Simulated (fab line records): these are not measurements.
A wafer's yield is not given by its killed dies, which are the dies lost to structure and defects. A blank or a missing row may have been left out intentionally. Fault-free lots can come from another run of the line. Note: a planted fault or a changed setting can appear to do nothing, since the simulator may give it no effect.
Chamber matching + flow n5-finfet + N5_PMOS_HMC_CHANNEL_EPI_ETCH_32 on rie-diel-01: 4 sister chambers
The step etches BARC in N2/H2, stops on SiO2, target depth 85.8 nm, time 50.3 s. 18 wafers are shown with their chamber, then 9 later ones without.

== EACH WAFER AND ITS CHAMBER ==
| wafer  | chamber | showerhead-plenum-p-Torr (Torr) | throttle-valve-pct (%) | drypump-motor-current-A (A) |
|--------|---------|---------------------------------|------------------------|-----------------------------|
| L077.1 | 0       | 2.62                            | 17.68                  | 6.3                         |
| L077.2 | 3       | 2.47                            | 18.09                  | 5.8                         |
| L077.3 | 1       | 2.53                            | 17.78                  | 6.0                         |
| L077.4 | 2       | 2.64                            | 18.14                  | 5.5                         |
| L077.5 | 1       | 2.53                            | 17.79                  | 5.9                         |
| L077.6 | 0       | 2.62                            | 17.68                  | 6.3                         |
| L082.2 | 2       | 2.64                            | 18.16                  | 5.5                         |
| L082.4 | 0       | 2.62                            | 17.72                  | 6.3                         |
| L082.5 | 1       | 2.53                            | 17.80                  | 5.9                         |
| L084.1 | 3       | 2.47                            | 18.08                  | 5.8                         |
| L084.5 | 1       | 2.52                            | 17.81                  | 5.9                         |
| L084.6 | 0       | 2.62                            | 17.70                  | 6.4                         |
| L085.2 | 0       | 2.61                            | 17.72                  | 6.3                         |
| L085.4 | 2       | 2.64                            | 18.15                  | 5.5                         |
| L085.5 | 0       | 2.61                            | 17.73                  | 6.3                         |
| L086.2 | 1       | 2.52                            | 17.82                  | 5.9                         |
| L086.3 | 2       | 2.64                            | 18.16                  | 5.5                         |
| L086.6 | 3       | 2.47                            | 18.08                  | 5.8                         |

SIGNATURES, as means of the wafers listed above
| reading                  | chamber 0 | chamber 1 | chamber 2 | chamber 3 | scatter within a chamber |
|--------------------------|-----------|-----------|-----------|-----------|--------------------------|
| showerhead-plenum-p-Torr | 2.6167    | 2.5260    | 2.6400    | 2.4700    | 0.00425                  |
| throttle-valve-pct       | 17.7050   | 17.8000   | 18.1525   | 18.0833   | 0.0162                   |
| drypump-motor-current-A  | 6.317     | 5.920     | 5.500     | 5.800     | 0.0342                   |
Rule: for a wafer and a chamber, the distance is found by dividing, reading by reading, the gap between the wafer's reading and the chamber's mean by the reading's scatter, squaring, summing and taking the root. The wafer belongs to the nearest chamber; if the next one is less than 2 further off, it can't be placed. How the scatter is found: for the shown wafers, subtract from each reading the mean of its chamber, square and add these, divide the total by (wafers less chambers), then take the root.

== WAFERS WITH NO CHAMBER GIVEN ==
| wafer  | showerhead-plenum-p-Torr (Torr) | throttle-valve-pct (%) | drypump-motor-current-A (A) |
|--------|---------------------------------|------------------------|-----------------------------|
| L088.1 | 2.64                            | 18.17                  | 5.5                         |
| L088.4 | 2.52                            | 17.82                  | 5.9                         |
| L088.5 | 2.61                            | 17.75                  | 6.4                         |
| L091.1 | 2.63                            | 18.18                  | 5.5                         |
| L091.4 | 2.61                            | 17.73                  | 6.3                         |
| L091.5 | 2.63                            | 18.19                  | 5.5                         |
| L095.2 | 2.52                            | 17.84                  | 5.9                         |
| L095.4 | 2.63                            | 18.18                  | 5.5                         |
| L095.6 | 2.63                            | 18.20                  | 5.5                         |

== EACH ONE'S CHAMBER ==
| wafer  | from the rows above | in truth |
|--------|---------------------|----------|
| L088.1 | 2                   | 2        |
| L088.4 | 1                   | 1        |
| L088.5 | 0                   | 0        |
| L091.1 | 2                   | 2        |
| L091.4 | 0                   | 0        |
| L091.5 | 2                   | 2        |
| L095.2 | 1                   | 1        |
| L095.4 | 2                   | 2        |
| L095.6 | 2                   | 2        |
Correct placement for 9 of the 9. From these rows, 0 cannot be placed. Number placed wrongly: 0.
